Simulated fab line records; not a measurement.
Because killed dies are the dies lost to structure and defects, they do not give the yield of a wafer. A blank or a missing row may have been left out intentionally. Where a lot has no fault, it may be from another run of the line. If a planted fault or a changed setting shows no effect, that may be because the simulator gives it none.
The tool behind it: which one? -- flow n5 finfet -- Sampling: 9 lots, 26 wafers, 6 of 1938 route steps

== WHAT THE GAUGES SHOWED, per wafer ==
N5_SD_EPI_N_OVL_MEAS_10.
lot,measured,on,SD_N_BLK_OVL (nm)
L762,day 3 15:07,overlay-02,0.4 0.3 0.0
L763,day 3 17:52,overlay-01,1.8 0.0 -0.1
L765,day 4 09:56,overlay-02,0.2 0.2 0.2
L774,day 6 12:05,overlay-02,32.5 32.3 32.2
L776,day 6 23:40,overlay-02,33.8 32.2 31.5
L777,day 7 09:25,overlay-01,-0.3 -1.2 -0.2
L778,day 7 13:34,overlay-02,0.3 -1.3
L782,day 8 13:37,overlay-01,-0.6 0.8 -0.1
L783,day 8 17:58,overlay-01,-0.3 -1.3 -1.0

N5_BEOL_M4_RC_MEAS_101.
lot,measured,on,DIBL_N (mV/V),DIBL_P (mV/V),IOFF_N (nA/um),IOFF_P (nA/um),ION_N (uA/um),ION_P (uA/um),SS_N (mV/dec),SS_P (mV/dec),VT_N (mV),VT_P (mV)
L762,day 9 08:23,prober-02,35.7 37.7 34.8,35 36 34,0.16 0.19 0.14,0.22 0.22 0.18,671 677 656,464 461 455,71.8 72.6 71.9,72.9 73.0 72.3,249 251 253,-249 -249 -249
L763,day 9 13:48,prober-01,37.7 36.7 37.9,39 37 38,0.20 0.19 0.20,0.25 0.23 0.23,688 681 664,467 464 453,71.6 72.0 73.0,73.7 72.7 73.8,248 245 247,-248 -248 -248
L765,day 9 13:41,prober-02,40.3 35.2 36.3,37 35 36,0.26 0.13 0.14,0.19 0.16 0.17,659 654 655,447 445 441,74.5 70.6 71.5,73.1 73.0 72.5,250 253 252,-253 -254 -254
L774,day 12 01:22,prober-02,35.8 39.2 39.0,36 40 41,0.15 0.21 0.21,0.19 0.25 0.27,694 679 712,467 466 484,71.0 72.0 72.4,72.6 74.1 74.0,250 246 243,-253 -250 -248
L776,day 12 10:06,prober-02,35.3 39.8 37.4,33 40 37,0.13 0.20 0.15,0.16 0.25 0.21,663 685 666,454 468 458,70.9 72.8 71.4,72.4 74.7 73.0,250 248 251,-255 -247 -250
L777,day 12 18:37,prober-02,32.8 36.2 34.8,32 36 32,0.11 0.17 0.13,0.16 0.23 0.18,661 673 665,456 466 460,70.1 71.6 71.4,71.6 73.3 72.0,256 248 254,-254 -248 -251
L778,day 12 16:34,prober-01,40.9 36.4,42 37,0.28 0.15,0.33 0.21,695 671,474 462,72.6 72.2,74.0 72.9,242 250,-243 -249
L782,day 13 21:37,prober-01,36.6 34.7 34.5,37 35 35,0.17 0.14 0.14,0.18 0.16 0.16,682 665 670,459 446 458,72.2 71.2 70.7,72.7 73.3 73.3,251 251 252,-256 -255 -258
L783,day 14 00:27,prober-01,34.9 37.6 37.8,35 38 39,0.13 0.16 0.19,0.16 0.19 0.22,662 662 681,456 448 460,71.0 71.7 71.8,73.0 73.5 73.7,254 254 249,-253 -253 -252

== WHAT TOOL EACH LOT RAN ON (gives the tool, then ch and the chambers of the sampled wafers, and finally the start) ==
lot,N5_DUMMY_GATE_STRIP_48,N5_SD_EPI_N_EXPOSE_06,N5_SD_EPI_N_ETCH_35,N5_SD_EPI_N_ETCH_45
L762,"rie diel-04 ch 1,3, day 3 13:53","arfi scanner-01 ch 0, day 3 14:58","rie diel-06 ch 0,2,3, day 3 15:16","rie diel-06 ch 0,2,3, day 3 15:41"
L763,"rie diel-04 ch 0,1,2, day 3 16:38","arfi scanner-03 ch 0, day 3 17:43","rie diel-06 ch 1,2,3, day 3 18:11","rie diel-06 ch 1,2,3, day 3 18:37"
L765,"rie diel-01 ch 0,1,3, day 4 08:43","arfi scanner-01 ch 0, day 4 09:46","rie diel-06 ch 0,2,3, day 4 10:05","rie diel-06 ch 0,2,3, day 4 10:30"
L774,"rie diel-03 ch 1,2,3, day 6 10:59","arfi scanner-01 ch 0, day 6 11:56","rie diel-02 ch 0,1,3, day 6 12:20","rie diel-02 ch 0,1,3, day 6 12:45"
L776,"rie diel-01 ch 0,1,3, day 6 22:20","arfi scanner-01 ch 0, day 6 23:31","rie diel-02 ch 0,2, day 6 23:59","rie diel-02 ch 0,2, day 7 00:25"
L777,"rie diel-01 ch 0,1,2, day 7 06:54","arfi scanner-02 ch 0, day 7 09:16","rie diel-06 ch 0,2, day 7 09:34","rie diel-06 ch 0,2, day 7 09:59"
L778,"rie diel-01 ch 2,3, day 7 12:28","arfi scanner-02 ch 0, day 7 13:24","rie diel-02 ch 0,1, day 7 13:43","rie diel-02 ch 2,3, day 7 14:08"
L782,"rie diel-01 ch 0,2,3, day 8 12:22","arfi scanner-02 ch 0, day 8 13:28","rie diel-05 ch 1,2,3, day 8 14:11","rie diel-05 ch 1,2,3, day 8 14:37"
L783,"rie diel-04 ch 0,2,3, day 8 16:52","arfi scanner-02 ch 0, day 8 17:49","rie diel-05 ch 0,2,3, day 8 18:34","rie diel-05 ch 0,2,3, day 8 18:59"
- N5_DUMMY_GATE_STRIP_48: strips in N2/H2, time 20 s.
- N5_SD_EPI_N_EXPOSE_06: exposes mask SD N BLK, target cd 120 nm.
- N5_SD_EPI_N_ETCH_35: etches SOC in N2/H2, overetch 108 nm, time 486 s.
- N5_SD_EPI_N_ETCH_45: etches SiOCN in CH3F/O2, target depth 6 nm.

== AS READ BY THE TOOLS THEMSELVES (means over the sampled wafers that have a number; for cases with no such wafer, the mark the record gives instead) ==
N5_DUMMY_GATE_STRIP_48.
lot,tool,drypump motor current A (A),oes product au (a.u.),rf vpp V (V),showerhead plenum p Torr (Torr),throttle valve pct (%)
L762,rie diel-04,5.5,0.90,45.3,3.34,11.81
L763,rie diel-04,5.8,0.84,45.7,3.31,12.06
L765,rie diel-01,5.8,0.81,45.3,3.33,12.23
L774,rie diel-03,5.6,0.76,45.5,3.42,12.25
L776,rie diel-01,5.8,0.79,44.7,3.32,12.27
L777,rie diel-01,6.0,0.78,45.4,3.40,12.26
L778,rie diel-01,6.0,0.75,45.6,3.37,12.28
L782,rie diel-01,6.0,0.78,45.3,3.39,12.20
L783,rie diel-04,5.6,0.77,45.3,3.33,12.17

N5_SD_EPI_N_ETCH_35.
lot,tool,drypump motor current A (A),oes product au (a.u.),rf vpp V (V),showerhead plenum p Torr (Torr),throttle valve pct (%)
L762,rie diel-06,5.7,0.69,240.0,2.46,23.7
L763,rie diel-06,5.9,0.63,240.4,2.49,23.6
L765,rie diel-06,5.6,0.68,239.0,2.46,23.7
L774,rie diel-02,5.8,0.68,239.8,2.54,23.7
L776,rie diel-02,5.2,0.71,241.2,2.59,23.5
L777,rie diel-06,5.3,0.80,240.5,2.57,23.9
L778,rie diel-02,5.4,0.69,241.1,2.55,23.7
L782,rie diel-05,5.9,0.75,241.2,2.56,24.0
L783,rie diel-05,5.9,0.77,240.7,2.55,24.0

N5_SD_EPI_N_ETCH_45.
lot,tool,drypump motor current A (A),mfc ar sccm (sccm),oes product au (a.u.),rf vpp V (V),showerhead plenum p Torr (Torr),throttle valve pct (%)
L762,rie diel-06,5.6,150.4,0.79,126.8,1.93,23.15
L763,rie diel-06,5.9,150.7,0.69,127.2,1.97,23.44
L765,rie diel-06,5.6,150.1,0.77,126.6,1.93,23.18
L774,rie diel-02,5.7,150.0,0.75,127.3,1.99,23.24
L776,rie diel-02,5.2,149.6,0.80,126.7,2.03,23.04
L777,rie diel-06,5.3,149.6,0.90,127.3,1.99,23.07
L778,rie diel-02,5.6,150.6,0.74,128.1,2.02,23.09
L782,rie diel-05,5.9,149.5,0.82,128.3,2.01,23.37
L783,rie diel-05,5.8,150.2,0.86,127.6,1.99,23.28

== THE ANSWER, worked out from the rows above alone ==
Rule: what is usual is taken from the lots themselves. The widest of any qualifying gaps counts: lots, ordered by their means at a reading, are off when they make up no more than a third of the lots, leave a main group of 4 or more, and stand apart from it by 3 or more times the standard deviation of that group's means. A main group whose means are all the same, to the digits that the tables above print for the reading, isn't used. Also off: a lot with no number at a reading for which 4 or more lots have one. All remaining lots with rows at the step are treated as sound. Order of review: gauges by route order, followed by the tools' own readings, for which a lot's mean as printed above is used. At the first step where some lot is off, the reading lying furthest off is the one used; lots without a number count as furthest.
Off: L774, L776, at N5_SD_EPI_N_OVL_MEAS_10 (SD_N_BLK_OVL). The main group has a mean of -0.1 nm with a standard deviation of 0.48.
If a tool, at a process step before that reading, ran all the lots that are off and no sound lot after the first of them, it fits. Those tools and the gauges at N5_SD_EPI_N_OVL_MEAS_10 are tried in the same way. One candidate fits, namely arfi scanner-01 at N5_SD_EPI_N_EXPOSE_06. A fault onset in the window from L765 (day 4 09:46, its last sound lot) to L774 (day 6 11:56, its first lot off) fits.

== WHAT HAD BEEN PUT IN BY THE SIMULATOR ==
Scanner matching overlay: arfi scanner-01, from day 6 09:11 on, at N5_SD_EPI_N_EXPOSE_06. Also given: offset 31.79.
Struck lots among those shown: L774, L776. The rule given above showed the same thing.
